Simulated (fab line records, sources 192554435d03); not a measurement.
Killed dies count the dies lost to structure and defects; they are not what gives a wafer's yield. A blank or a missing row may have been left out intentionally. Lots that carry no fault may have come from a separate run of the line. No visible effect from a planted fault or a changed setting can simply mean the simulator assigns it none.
Split-lot study | flow n5_finfet | route with 1938 steps; 7 lots, 21 wafers read

## ABOUT THE SPLIT
At N5_BEOL_M4_PECVD_72 (deposits SiO2 from TEOS/O2, target thk 16 nm, time 18 s), the setting temp_c was moved away from the recipe's 400 C on 3 of the 21 wafers read, by -4.5% to +2.7%. This setting was run at the recipe's value on the other wafers.

The reading comes from the split's own step.

## THE READING
SiO2_of_BEOL_M4_PECVD_72.thk_nm (the simulator's own value, which no gauge read), in nm, at N5_BEOL_M4_PECVD_72 (deposits SiO2 from TEOS/O2, target thk 16 nm, time 18 s). The file gives no usual value for it. Across the 18 wafers here that went through the recipe, the average is 15.9 nm and the standard deviation 0.24 nm.

wafer  | tool, chamber at the split | temp_c as run, C | against the recipe | SiO2_of_BEOL_M4_PECVD_72.thk_nm, nm | against lot-mates on the recipe
L078.4 | pecvd-01, 0                | 382              | -4.5%              | 17.6                                | +1.7
L078.5 | pecvd-01, 2                | 400              | recipe             | 15.8                                | -
L078.6 | pecvd-01, 1                | 400              | recipe             | 16                                  | -
L080.3 | pecvd-01, 0                | 400              | recipe             | 15.4                                | -
L080.4 | pecvd-01, 1                | 400              | recipe             | 16.2                                | -
L080.5 | pecvd-01, 0                | 400              | recipe             | 16                                  | -
L081.1 | pecvd-03, 0,1              | 400              | recipe             | 15.6                                | -
L081.2 | pecvd-03, 0,1              | 400              | recipe             | 15.6                                | -
L081.5 | pecvd-03, 1                | 400              | recipe             | 16                                  | -
L084.1 | pecvd-01, 2                | 400              | recipe             | 15.8                                | -
L084.4 | pecvd-01, 2                | 400              | recipe             | 16.4                                | -
L084.5 | pecvd-01, 0                | 400              | recipe             | 16                                  | -
L093.1 | pecvd-01, 2,1,0            | 400              | recipe             | 16                                  | -
L093.3 | pecvd-01, 2,1,0            | 400              | recipe             | 16                                  | -
L093.6 | pecvd-01, 2,1,0            | 400              | recipe             | 16                                  | -
L096.3 | pecvd-01, 1                | 400              | recipe             | 16.2                                | -
L096.4 | pecvd-01, 1                | 410.8            | +2.7%              | 15.2                                | -1.0
L096.5 | pecvd-01, 0                | 410.8            | +2.7%              | 14.8                                | -1.4
L097.1 | pecvd-02, 1                | 400              | recipe             | 15.6                                | -
L097.3 | pecvd-02, 2                | 400              | recipe             | 15.8                                | -
L097.6 | pecvd-02, 1                | 400              | recipe             | 16                                  | -
Rows listing several chambers each stand for several wafers; the file does not say which wafer went through which chamber.

FIT RESULTS
A straight line over all 21 wafers: SiO2_of_BEOL_M4_PECVD_72.thk_nm changes by -0.36 nm for each +1% of temp_c; r = -0.89; the points scatter about the line by 0.25 nm.
The same after taking each lot's own level away (the mean of its wafers on the recipe; 21 wafers): -0.405 nm for each +1%; r = -0.93; scatter 0.21 nm.
According to that fit, moving temp_c by its largest amount changes the reading by 1.8 nm.
Across the lots, their own levels run from 15.73 to 16.20 nm, a range of 1.9 times the standard deviation given above.
Thus the slope moves with the lot-to-lot level: the two fits are different.
Check: +2 nm against its lot-mates is what the line predicts for one of the wafers moved furthest among these (-4.5%) when that wafer is left out of the fit. It came out at +1.7 nm against them.

## THE OTHER SPLITS THESE WAFERS WENT THROUGH
These wafers also went through other splits before the reading. Each is held against what the fit with the lots' levels taken away leaves over:
other split on the same wafers     | wafers away from the commonest value | r with SiO2_of_BEOL_M4_PECVD_72.thk_nm (lot level and that fit taken away)
N5_BEOL_M0_ETCH_128 source_w       | 6                                    | -0.08
N5_BEOL_M0_ETCH_109 bias_w         | 3                                    | +0.07
N5_BEOL_M1_SPUTTER_81 time_s       | 7                                    | +0.12
N5_BEOL_M2_ETCH_70 source_w        | 5                                    | +0.17
N5_BEOL_M2_TRENCH_ETCH_37 source_w | 5                                    | -0.09
N5_BEOL_M2_DEP_57 time_s           | 9                                    | -0.11

## FILE'S OWN FIT
SiO2_of_BEOL_M4_PECVD_72.thk_nm changes by -0.395 nm for each +1% of temp_c, r = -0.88.
